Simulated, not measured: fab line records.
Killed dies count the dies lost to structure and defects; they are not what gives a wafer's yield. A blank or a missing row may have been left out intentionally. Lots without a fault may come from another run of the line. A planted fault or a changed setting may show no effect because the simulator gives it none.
What tool caused it?	flow n5Finfet	Sampling: 9 lots, 27 wafers, 7 of 1938 route steps

WHAT THE GAUGES SHOWED, per wafer
N5_BEOL_M4_RC_MEAS_101.
lot	measured	on	DIBL_N (mV/V)	DIBL_P (mV/V)	IOFF_N (nA/um)	IOFF_P (nA/um)	ION_N (uA/um)	ION_P (uA/um)	SS_N (mV/dec)	SS_P (mV/dec)	VT_N (mV)	VT_P (mV)
L714	day 8 09:57	prober-01	31.8 34.7 31.2	30.7 35.7 30.9	0.109 0.146 0.097	0.15 0.21 0.15	658 667 652	457 465 457	71.1 72.3 70.0	71.7 73.5 71.7	253 250 256	-253 -249 -250
L715	day 8 23:17	prober-02	32.9 34.7 35.1	32.2 34.7 35.1	0.110 0.137 0.147	0.18 0.21 0.22	663 678 680	462 472 464	69.8 70.9 71.3	72.5 72.8 72.7	255 250 252	-249 -248 -249
L716	day 9 04:28	prober-01	33.5 33.3 34.0	33.1 32.9 33.4	0.131 0.129 0.138	0.17 0.17 0.16	676 670 675	461 453 460	71.2 71.2 70.9	72.3 73.0 73.1	249 251 253	-254 -255 -254
L717	day 9 06:34	prober-01	31.5 35.8 33.8	31.2 35.1 33.7	0.092 0.149 0.122	0.12 0.16 0.15	661 655 663	455 450 453	69.7 71.0 70.4	72.1 72.9 73.3	259 251 252	-260 -255 -256
L722	day 11 08:31	prober-02	35.2 36.0 34.7	34.4 35.8 34.0	0.143 0.156 0.136	0.19 0.21 0.19	676 678 671	462 466 462	71.2 72.0 71.2	73.3 74.1 73.2	252 249 251	-253 -250 -253
L724	day 11 10:08	prober-01	34.9 35.5 34.3	33.6 35.2 33.2	0.126 0.131 0.118	0.17 0.18 0.16	671 661 664	460 459 454	71.2 70.9 70.7	72.4 73.8 72.8	255 254 254	-254 -254 -256
L727	day 12 16:46	prober-01	35.4 36.8 36.3	34.8 35.9 35.6	0.146 0.168 0.158	0.20 0.23 0.21	679 672 658	463 462 455	71.4 72.1 71.6	73.3 72.6 72.7	253 246 251	-248 -248 -248
L728	day 13 04:05	prober-01	34.3 37.8 39.0	32.9 37.6 37.7	0.113 0.182 0.201	0.21 0.30 0.29	654 681 676	457 475 466	70.6 71.5 72.7	72.9 73.5 74.2	259 249 249	-250 -243 -243
L733	day 14 18:48	prober-01	34.3 37.4 36.3	33.8 38.1 36.9	0.121 0.175 0.154	0.19 0.26 0.23	656 675 674	450 472 472	71.3 71.4 71.2	72.6 73.6 72.7	253 249 251	-251 -247 -250

N5_BEOL_M12_CD_MEAS_10: the cd target is 140 nm.
lot	measured	on	cdNm (nm)
L714	day 11 15:26	cdSem-03	138.0 141.1 135.7
L715	day 12 14:23	cdSem-01	140.1 140.7 138.6
L716	day 12 15:23	cdSem-01	143.1 144.7 144.1
L717	day 12 23:37	cdSem-03	142.3 141.0 143.2
L722	day 14 00:01	cdSem-01	140.2 142.6 138.4
L724	day 14 05:53	cdSem-03	138.1 140.0 141.9
L727	day 15 08:48	cdSem-03	137.8 140.7 139.7
L728	day 16 09:38	cdSem-02	142.3 140.1 143.8
L733	day 18 05:02	cdSem-03	140.1 136.9 139.0

N5_BEOL_M12_CD_MEAS_28: the cd target is 160.2 nm.
lot	measured	on	cdNm (nm)
L714	day 11 16:29	cdSem-01	159.6 157.9 157.3
L715	day 12 15:26	cdSem-03	161.0 161.7 159.5
L716	day 12 16:31	cdSem-01	159.6 159.8 159.1
L717	day 13 00:39	cdSem-01	160.8 158.0 161.8
L722	day 14 03:12	cdSem-02	155.8 157.0 157.7
L724	day 14 09:20	cdSem-01	157.1 157.1 158.0
L727	day 15 09:43	cdSem-03	158.2 160.7 159.5
L728	day 16 10:33	cdSem-03	162.2 158.6 161.4
L733	day 18 05:56	cdSem-02	160.1 156.4 159.2

N5_BEOL_M12_THK_MEAS_50: measures by xrf.
lot	measured	on	M12_THK (nm)
L714	day 12 03:32	filmMetro-02	318 326 327
L715	day 12 18:08	filmMetro-02	323 324 320
L716	day 12 22:41	filmMetro-02	313 317 315
L717	day 13 06:08	filmMetro-01	323 326 322
L722	day 14 07:30	filmMetro-02	323 328 328
L724	day 14 12:55	filmMetro-02	313 307 307
L727	day 15 14:35	filmMetro-01	314 313 320
L728	day 16 14:57	filmMetro-01	314 309 315
L733	day 18 08:26	filmMetro-01	- - -

N5_BEOL_M12_RS_MEAS_54: measurement is done with a four-point probe.
lot	measured	on	M12_RS (ohm/sq)
L714	day 12 03:40	filmMetro-01	0.0599 0.0581 0.0584
L715	day 12 18:16	filmMetro-02	0.0586 0.0586 0.0590
L716	day 12 22:49	filmMetro-02	0.0612 0.0602 0.0606
L717	day 13 06:15	filmMetro-02	0.0582 0.0581 0.0587
L722	day 14 07:38	filmMetro-01	0.0589 0.0580 0.0582
L724	day 14 13:02	filmMetro-01	0.0607 0.0623 0.0620
L727	day 15 14:43	filmMetro-01	0.0599 0.0607 0.0592
L728	day 16 15:05	filmMetro-02	0.0611 0.0620 0.0613
L733	day 18 08:34	filmMetro-01	56.614 58.093 56.982

WHICH TOOL RAN EACH LOT (tool, then ch and the chambers of the sampled wafers, then the start)
lot	N5_BEOL_M12_VIA_ETCH_16	N5_BEOL_M12_SPUTTER_45
L714	rieDiel-06 ch 1,2, day 11 15:37	pvdSputter-01, day 12 02:41
L715	rieDiel-06 ch 0,2, day 12 14:34	pvdSputter-02, day 12 17:16
L716	rieDiel-05 ch 2,3, day 12 15:47	pvdSputter-01, day 12 21:50
L717	rieDiel-04 ch 0,1,3, day 12 23:47	pvdSputter-02, day 13 05:16
L722	rieDiel-06 ch 1,2,3, day 14 02:27	pvdSputter-03, day 14 06:38
L724	rieDiel-05 ch 0,2,3, day 14 08:28	pvdSputter-03, day 14 11:52
L727	rieDiel-05 ch 1,2,3, day 15 08:58	pvdSputter-01, day 15 13:35
L728	rieDiel-06 ch 0,3, day 16 09:49	pvdSputter-02, day 16 14:06
L733	rieDiel-06 ch 0,1,3, day 18 05:13	pvdSputter-02, day 18 07:35
- N5_BEOL_M12_VIA_ETCH_16: etches SiOC in C4F8/O2/Ar, target depth 724.8 nm.
- N5_BEOL_M12_SPUTTER_45: material Cu, target thk 80 nm, time 13.33 s.

WHAT THE TOOLS THEMSELVES READ (means of the sampled wafers that have a number; where no wafer has one, the mark that the record gives instead)
N5_BEOL_M12_VIA_ETCH_16.
lot	tool	drypumpMotorCurrentA (A)	oesProductAu (a.u.)	rfVppV (V)	showerheadPlenumPTorr (Torr)	throttleValvePct (%)
L714	rieDiel-06	5.65	0.74	665.8	3.43	24.03
L715	rieDiel-06	5.65	0.74	670.9	3.59	24.14
L716	rieDiel-05	6.04	0.76	665.8	3.42	24.37
L717	rieDiel-04	5.85	0.79	667.1	3.48	24.08
L722	rieDiel-06	5.55	0.74	666.1	3.47	23.97
L724	rieDiel-05	5.86	0.72	665.7	3.40	24.20
L727	rieDiel-05	5.94	0.73	665.2	3.42	24.18
L728	rieDiel-06	5.47	0.73	668.4	3.53	24.13
L733	rieDiel-06	5.50	0.72	666.4	3.44	24.09

N5_BEOL_M12_SPUTTER_45.
lot	tool	biasV (V)	cathodeDcPowerW (W)	throttleValvePct (%)
L714	pvdSputter-01	59.6	26000	31.7
L715	pvdSputter-02	59.8	25998	31.0
L716	pvdSputter-01	59.9	26002	31.2
L717	pvdSputter-02	60.3	26001	30.9
L722	pvdSputter-03	60.2	26004	30.4
L724	pvdSputter-03	60.0	26001	31.0
L727	pvdSputter-01	59.4	25998	30.7
L728	pvdSputter-02	60.4	26001	30.8
L733	pvdSputter-02	-	-	-

THE ANSWER, worked out from the rows above alone
Rule: the usual values come from the lots themselves. The widest of any qualifying gaps counts: lots, ordered by their means at a reading, are off when they make up no more than a third of the lots, leave a main group of 4 or more, and stand apart from it by 3 or more times the standard deviation of that group's means. A main group whose means are all the same, to the digits that the tables above print for the reading, isn't used. A lot without any number at a reading at which 4 lots or more have one is off too. The other lots that the step has rows for count as sound. After the gauges, taken in route order, come the tools' own readings; for these a lot's mean is taken, as printed above. The first step at which some lot is off is used, and at that step the reading that is off furthest; a lot without a number counts as furthest.
Off: L733, seen at N5_BEOL_M12_THK_MEAS_50 (M12_THK). Without a number there: L733. Main group: mean 319 nm, sd 5.9.
A tool fits if, at a process step before that reading, it ran every lot that is off, and no sound lot after the first of them. The gauges at N5_BEOL_M12_THK_MEAS_50 aren't tried: what is off there is off at N5_BEOL_M12_SPUTTER_45 too, on other tools, and a gauge's error can't cause that. Undecided on this evidence; 2 tools fit (rieDiel-06 at N5_BEOL_M12_VIA_ETCH_16, pvdSputter-02 at N5_BEOL_M12_SPUTTER_45).

WHAT THE SIMULATOR HAD PUT IN
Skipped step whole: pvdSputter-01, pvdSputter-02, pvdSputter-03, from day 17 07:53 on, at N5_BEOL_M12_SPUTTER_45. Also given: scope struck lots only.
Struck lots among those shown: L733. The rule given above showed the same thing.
